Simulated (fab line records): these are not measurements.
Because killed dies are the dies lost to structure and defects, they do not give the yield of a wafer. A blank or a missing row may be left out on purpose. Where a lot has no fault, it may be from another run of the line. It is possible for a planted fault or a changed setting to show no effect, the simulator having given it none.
fab line records	flow n5Finfet
[record] lots = 14	wafers = 40	lastDay = 17
route steps=1938 shown BEOL_M0@740 BEOL_M1@753
lots untouched by any fault: they come from a run of this same line in which no faults occurred
startH: the number of hours between the record's first day and the start of the first shown wafer of the lot	waitH: how many hours have passed since the lot's step before this one	" repeats the value in the row above	L1.1+2: a single row standing in for several wafers	- value missing, or start not given	* or withheld: withheld	< > ~ a bound
route shown NAME@n: a module of which the file shows steps, and the number in the route of the first	usual: average and standard deviation across the fault-free wafers	same: alike in all rows	chamber/n: place in a boat	sites: per-site readings	_std_site: standard deviation of those values	_edge_site: inner sites' mean taken away from outer sites' mean	radiusMm: how far each site lies from the wafer's centre	mask NAME#n: copy n	behind: the last tool/chamber to shape the wafer	hold: cause of the lot's hold/its duration in hours/its outcome	device: which transistor (n, p or np) failed to switch	end of line: the route-end tests of the same wafers	step lacking rows: just its recipe	killed: dies lost to structure and defects at the first sort, not the wafer's yield	map: a wafer's dies, x killed, . not, _ none there
set.NAME: setting as actually run; set.NAME@STEP: the setting as run at that earlier step	model.NAME: the simulator's own value behind a step, which no gauge read
a sample of lots followed through the steps of the route, with each step as a table and each wafer as a row
services: when a tool's chamber went out of use (startH, in hours from the record's first day, below 0 if earlier), for how many hours, and the reason
[[steps]]
[step N5_BEOL_M0_SPUTTER_141]
[recipe] material = Cu	targetThkA = 40	tempC = -20	chamberPressurePa = 0.07	powerW = withheld	timeS = 7.37
[usual] throttleValvePct = 30.0/0.93
lot.wafer	tool	chamber	startH	waitH	throttleValvePct
L807.2	pvdSputter-03	-	123.14	0.0	30.1
L807.5	"	-	"	"	28.7
L807.6	"	-	"	"	31.2
L809.1	pvdSputter-03	-	138.66	0.0	31.2
L809.2	"	-	"	"	28.7
L809.5	"	-	"	"	30.2
L810.1	pvdSputter-03	-	140.94	0.0	31.4
L810.4	"	-	"	"	29.4
L810.6	"	-	"	"	28.6
L811.4	pvdSputter-02	-	144.22	0.0	30.4
L811.6	"	-	"	"	30.3
L812.2	pvdSputter-02	-	150.56	0.0	30.2
L812.4	"	-	"	"	30.6
L813.4	pvdSputter-02	-	160.12	0.0	30.3
L813.5	"	-	"	"	30.2
L813.6	"	-	"	"	30.3
L814.3	pvdSputter-02	-	164.64	0.0	30.2
L814.5	"	-	"	"	30.6
L814.6	"	-	"	"	30.6
L815.3	pvdSputter-02	-	177.28	0.0	30.5
L815.4	"	-	"	"	30.3
L815.6	"	-	"	"	30.2
L816.1	pvdSputter-02	-	180.14	0.0	30.4
L816.3	"	-	"	"	30.5
L816.4	"	-	"	"	30.2
L823.3	pvdSputter-01	-	217.16	0.0	30.8
L823.4	"	-	"	"	30.1
L823.6	"	-	"	"	30.7
L826.1	pvdSputter-03	-	234.88	0.0	28.7
L826.4	"	-	"	"	29.3
L826.6	"	-	"	"	29.4
L825.4	pvdSputter-03	-	235.32	0.0	30.1
L825.5	"	-	"	"	28.4
L825.6	"	-	"	"	31.4
L827.2	pvdSputter-01	-	246.37	0.0	30.4
L827.5	"	-	"	"	30.4
L827.6	"	-	"	"	27.8
L828.2	pvdSputter-02	-	248.34	0.0	30.5
L828.4	"	-	"	"	30.4
L828.5	"	-	"	"	30.2
[step N5_BEOL_M1_PECVD_72]
[recipe] material = SiO2	targetThkA = 160	tempC = 400	precursor = TEOS/O2	pressureTorr = 5.5	rfW = 450	teosFlowSccm = 53.8	gas = O2	flowSccm = 3000	timeS = 18
[usual] heaterPowerW = 674/61	showerheadPlenumPTorr = 8.76/0.055	showerheadVppV = 1342/36	throttleValvePct = 21.6/0.66
lot.wafer	tool	chamber	startH	waitH	heaterPowerW	showerheadPlenumPTorr	showerheadVppV	throttleValvePct
L807.2	pecvd-01	1	124.58	0.0	649	8.82	1392	21.9
L807.5	"	2	"	"	654	8.74	1329	20.7
L807.6	"	0	"	"	618	8.77	1347	22.5
L809.1	pecvd-02	1	139.87	0.0	607	8.75	1292	22.0
L809.2	"	0	"	"	705	8.68	1366	22.3
L809.5	"	1	"	"	611	8.73	1299	21.9
L810.1	pecvd-02	2	142.39	0.0	603	8.82	1360	20.6
L810.4	"	0	"	"	663	8.67	1350	22.3
L810.6	"	1	"	"	697	8.73	1292	22.1
L811.4	pecvd-01	0	145.83	0.1	576	8.76	1353	22.1
L811.6	"	2	"	"	766	8.72	1313	20.7
L812.2	pecvd-02	2	152.19	0.0	641	8.83	1374	20.5
L812.4	"	0	"	"	748	8.67	1352	22.0
L813.4	pecvd-02	1	161.35	0.1	687	8.75	1307	21.9
L813.5	"	2	"	"	689	8.81	1355	20.7
L813.6	"	0	"	"	692	8.67	1349	22.4
L814.3	pecvd-01	0	166.68	0.0	595	8.75	1350	22.0
L814.5	"	0	"	"	621	8.78	1357	22.1
L814.6	"	2	"	"	687	8.73	1321	20.7
L815.3	pecvd-03	0	178.50	0.0	640	8.88	1349	21.2
L815.4	"	1	"	"	593	8.67	1298	20.9
L815.6	"	0	"	"	632	8.88	1385	21.2
L816.1	pecvd-01	1	181.40	0.0	664	8.79	1403	21.7
L816.3	"	0	"	"	646	8.75	1347	22.1
L816.4	"	1	"	"	652	8.79	1380	21.9
L823.3	pecvd-03	0	218.44	0.0	649	8.87	1336	21.4
L823.4	"	2	"	"	799	8.78	1285	22.6
L823.6	"	0	"	"	664	8.86	1317	21.3
L826.1	pecvd-03	1	236.39	0.0	620	8.67	1291	20.9
L826.4	"	2	"	"	730	8.78	1284	22.5
L826.6	"	1	"	"	616	8.71	1306	21.0
L825.4	pecvd-01	1	236.61	0.1	682	8.77	1399	21.9
L825.5	"	0	"	"	560	8.76	1357	22.3
L825.6	"	2	"	"	712	8.74	1334	20.9
L827.2	pecvd-02	2	247.81	0.0	658	8.83	1376	21.0
L827.5	"	1	"	"	586	8.75	1298	22.0
L827.6	"	0	"	"	782	8.68	1382	22.3
L828.2	pecvd-02	2	249.82	0.0	640	8.79	1357	20.9
L828.4	"	2	"	"	645	8.83	1380	21.2
L828.5	"	0	"	"	653	8.68	1349	22.5
[step N5_BEOL_M1_HM_DEP_02]
[recipe] material = TiN	targetThkA = 200	tempC = 25	chamberPressurePa = 0.49996
[usual] throttleValvePct = 29.9/0.93
lot.wafer	tool	chamber	startH	waitH	throttleValvePct
L807.2	pvdSputter-02	-	126.42	1.8	30.2
L807.5	"	-	"	"	30.3
L807.6	"	-	"	"	30.1
L809.1	pvdSputter-03	-	141.12	1.2	28.7
L809.2	"	-	"	"	29.6
L809.5	"	-	"	"	31.2
L810.1	pvdSputter-01	-	142.96	0.6	27.8
L810.4	"	-	"	"	29.9
L810.6	"	-	"	"	30.6
L811.4	pvdSputter-01	-	146.67	0.8	30.5
L811.6	"	-	"	"	27.7
L812.2	pvdSputter-03	-	152.26	0.1	29.8
L812.4	"	-	"	"	29.9
L813.4	pvdSputter-03	-	162.44	1.1	30.5
L813.5	"	-	"	"	28.5
L813.6	"	-	"	"	30.3
L814.3	pvdSputter-02	-	168.09	1.4	30.4
L814.5	"	-	"	"	30.5
L814.6	"	-	"	"	30.6
L815.3	pvdSputter-02	-	179.42	0.9	30.3
L815.4	"	-	"	"	30.5
L815.6	"	-	"	"	30.3
L816.1	pvdSputter-01	-	183.74	2.3	27.6
L816.3	"	-	"	"	30.5
L816.4	"	-	"	"	30.5
L823.3	pvdSputter-02	-	218.61	0.1	30.5
L823.4	"	-	"	"	30.2
L823.6	"	-	"	"	30.2
L826.1	pvdSputter-03	-	237.60	1.2	31.3
L826.4	"	-	"	"	29.2
L826.6	"	-	"	"	30.1
L825.4	pvdSputter-03	-	238.00	1.4	29.6
L825.5	"	-	"	"	29.8
L825.6	"	-	"	"	29.6
L827.2	pvdSputter-02	-	247.88	0.0	30.3
L827.5	"	-	"	"	30.3
L827.6	"	-	"	"	30.5
L828.2	pvdSputter-02	-	249.88	0.0	30.4
L828.4	"	-	"	"	30.4
L828.5	"	-	"	"	30.5
[step N5_BEOL_M1_DEVELOP_10]
[recipe] developTimeS = 30	developer = TMAH	resist = CAR-EUV	rinseLiquid = surfactantRinse	dry = airSpin	devTempC = 23
[usual] chillPlateTempC = 23.00/0.097	developTimeS = 30/0
lot.wafer	tool	chamber	startH	waitH	chillPlateTempC	developTimeS
L807.2	lithoTrack-05	0	126.75	-	22.91	30
L807.5	"	0	"	"	22.93	30
L807.6	"	0	"	"	23.08	30
L809.1	lithoTrack-04	0	141.58	-	23.03	30
L809.2	"	0	"	"	23.00	30
L809.5	"	0	"	"	23.05	30
L810.1	lithoTrack-05	0	143.37	-	23.07	30
L810.4	"	0	"	"	23.08	30
L810.6	"	0	"	"	22.91	30
L811.4	lithoTrack-04	0	147.00	-	23.05	30
L811.6	"	0	"	"	22.97	30
L812.2	lithoTrack-03	0	152.75	-	22.94	30
L812.4	"	0	"	"	22.90	30
L813.4	lithoTrack-04	0	162.78	-	22.83	30
L813.5	"	0	"	"	23.10	30
L813.6	"	0	"	"	22.93	30
L814.3	lithoTrack-05	-	168.42	-	-	-
L814.5	"	-	"	"	-	-
L814.6	"	-	"	"	-	-
L815.3	lithoTrack-03	-	179.89	-	-	-
L815.4	"	-	"	"	-	-
L815.6	"	-	"	"	-	-
L816.1	lithoTrack-04	0	184.08	-	23.01	30
L816.3	"	0	"	"	23.12	30
L816.4	"	0	"	"	23.08	30
L823.3	lithoTrack-03	0	218.94	-	23.10	30
L823.4	"	0	"	"	22.84	30
L823.6	"	0	"	"	22.84	30
L826.1	lithoTrack-03	0	238.13	-	23.08	30
L826.4	"	0	"	"	23.18	30
L826.6	"	0	"	"	23.10	30
L825.4	lithoTrack-04	0	238.33	-	22.82	30
L825.5	"	0	"	"	22.88	30
L825.6	"	0	"	"	22.87	30
L827.2	lithoTrack-03	0	248.33	-	22.94	30
L827.5	"	0	"	"	22.82	30
L827.6	"	0	"	"	22.97	30
L828.2	lithoTrack-03	0	250.33	-	23.14	30
L828.4	"	0	"	"	23.03	30
L828.5	"	0	"	"	23.04	30
[[services]]
tool	chamber	startH	hours	kind
pecvd-02	2	108.86	5.5	scheduledDown
pecvd-01	2	134.20	5.5	scheduledDown
pecvd-02	1	142.59	5.0	scheduledDown
lithoTrack-04	-	147.63	-	consumableReplace:filter
pecvd-03	1	152.33	5.4	repair
pecvd-02	2	186.72	8.7	repair
pecvd-03	0	188.29	5.5	scheduledDown
pecvd-01	-	191.73	2.8	pm
pecvd-03	-	206.11	2.8	pm
pecvd-02	0	208.82	4.3	repair
pecvd-01	-	214.00	0.6	repair
pecvd-03	-	246.54	6.0	pm
[[key]]
[firstSign] step = N5_BEOL_M1_DEVELOP_10	reading = toolRecord	direction = missing
effect none on later readings
metAt N5_BEOL_M1_DEVELOP_10
struckLots L814,L815
laterRowsLeftOut L814.3,L814.5,L814.6,L815.3,L815.4,L815.6
sortLeftOut L814.3,L814.5,L814.6,L815.3,L815.4,L815.6
notActingAt N5_BEOL_M0_SPUTTER_141,N5_BEOL_M1_PECVD_72,N5_BEOL_M1_HM_DEP_02
onsetBetween 152.75 168.42
[fault] kind = skippedStepWhole	tool = lithoTrack-03,lithoTrack-05	chamber = -	onsetH = 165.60	steps = N5_BEOL_M1_DEVELOP_10	scope = struckLotsOnly
// sortLeftOut: the simulated sort isn't trusted on such a fault, so these wafers' sort isn't shown, and their yield isn't known
// laterRowsLeftOut: the simulator's readings of these wafers behind a module that went badly wrong aren't trusted and aren't shown, but for the sort
